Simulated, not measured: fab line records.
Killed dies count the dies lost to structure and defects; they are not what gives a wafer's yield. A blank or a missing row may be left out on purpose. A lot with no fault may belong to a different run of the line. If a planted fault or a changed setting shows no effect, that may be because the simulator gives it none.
Comparing a struck lot with a sound one | flow nand harc | 14 steps out of a route of 1159
Sound: the wafers L499.1, L499.5, L499.6. Wafers L509.2, L509.3, L509.5 were the ones struck. The cause comes at the end.
Order at every step that has rows: each side's tool, ch and its chambers, its first start. Under that, the readings that differ: sound wafers | struck wafers | difference of the means | sigmas: that difference in standard deviations of wafers without a fault.
alike: readings with means less than 2 such deviations apart, plus words and numbers identical on both sides. not compared: withheld readings, readings lacking a value on some wafer, bounds such as >300 that could conceal the same value, and numbers that have no deviation in the record and whose values overlap.
Wherever a step has rows on one side only, a row that says differs or no value, or a row with sigmas, the two part there. When numbers do not overlap yet have no deviation, they are printed without sigmas and do not part them. A reading missing from all wafers of one side parts the sides only when that side holds two or more wafers.

first, 7 steps without rows for these wafers: NHARC_A_M1_COAT_34 (time 65 s); NHARC_A_M1_COAT_03 (resist thk 90 nm); NHARC_A_M1_SOFTBAKE_04 (time 55 s); NHARC_A_M1_EBR_05; NHARC_A_M1_EXPOSE_06 (exposes mask A M1, target cd 120 nm); NHARC_A_M1_PEB_07 (peb time 65 s); NHARC_A_M1_DEVELOP_08 (develop time 35 s).
NHARC_A_M1_CD_MEAS_09: the cd target is 120 nm.
  sound on cd sem-02 ch 0, day 18 23:45; struck on cd sem-02 ch 0, day 22 01:30
  alike: cd nm
NHARC_A_M1_OVL_MEAS_10: pitch 240 nm.
  sound on overlay-01, day 18 23:50; struck on overlay-01, day 22 01:35
  alike: overlay x nm, overlay y nm
NHARC_A_M1_INSPECT_11:
  sound on defect inspect-02, day 18 23:53; struck on defect inspect-02, day 22 01:37
  reading          | sound    | struck   | difference | sigmas
  raw defect count | 19 18 30 | 58 44 47 | +27        | +2
NHARC_A_M1_DESCUM_14: chemistry O2, time 3 s.
  sound on rie diel-03 ch 1,2,3, day 18 23:58; struck on rie diel-10 ch 0,2,3, day 22 01:41
  alike: drypump motor current A, oes product au, rf vpp V, showerhead plenum p Torr, throttle valve pct
  not compared: rf hours counter h
NHARC_A_M1_ETCH_35: etches the open film in N2/H2, target depth 40 nm, overetch 12 nm, time 43.94 s.
  sound on rie diel-03 ch 0,1,3, day 19 00:02; struck on rie diel-10 ch 1,3, day 22 01:46
  alike: bias w, chamber pressure mTorr, drypump motor current A, oes product au, rf vpp V, showerhead plenum p Torr, throttle valve pct
  not compared: rf hours counter h
NHARC_A_M1_ETCH_15: etches the open film in C4F8/Ar, target depth 182.5 nm, time 91.2 s.
  sound on rie diel-03 ch 0,1,2, day 19 00:08; struck on rie diel-10 ch 1,3, day 22 01:52
  no value came back on the struck wafers for bias w (W), chamber pressure mTorr (mTorr), oes product au (a.u.), rf vpp V (V); on the sound wafers bias w (W) reads 299.3 299.6 299.0
  not compared: rf hours counter h
NHARC_A_M1_CD_MEAS_16:
  sound on cd sem-03, day 19 00:14; struck on cd sem-03, day 22 01:59
  alike: cd nm

## WHERE THEY PART
First at NHARC_A_M1_INSPECT_11; last, within this record, at NHARC_A_M1_ETCH_15. Later steps at which nothing parts them and some readings are alike: NHARC_A_M1_CD_MEAS_16.

WHY: what the simulator had put in
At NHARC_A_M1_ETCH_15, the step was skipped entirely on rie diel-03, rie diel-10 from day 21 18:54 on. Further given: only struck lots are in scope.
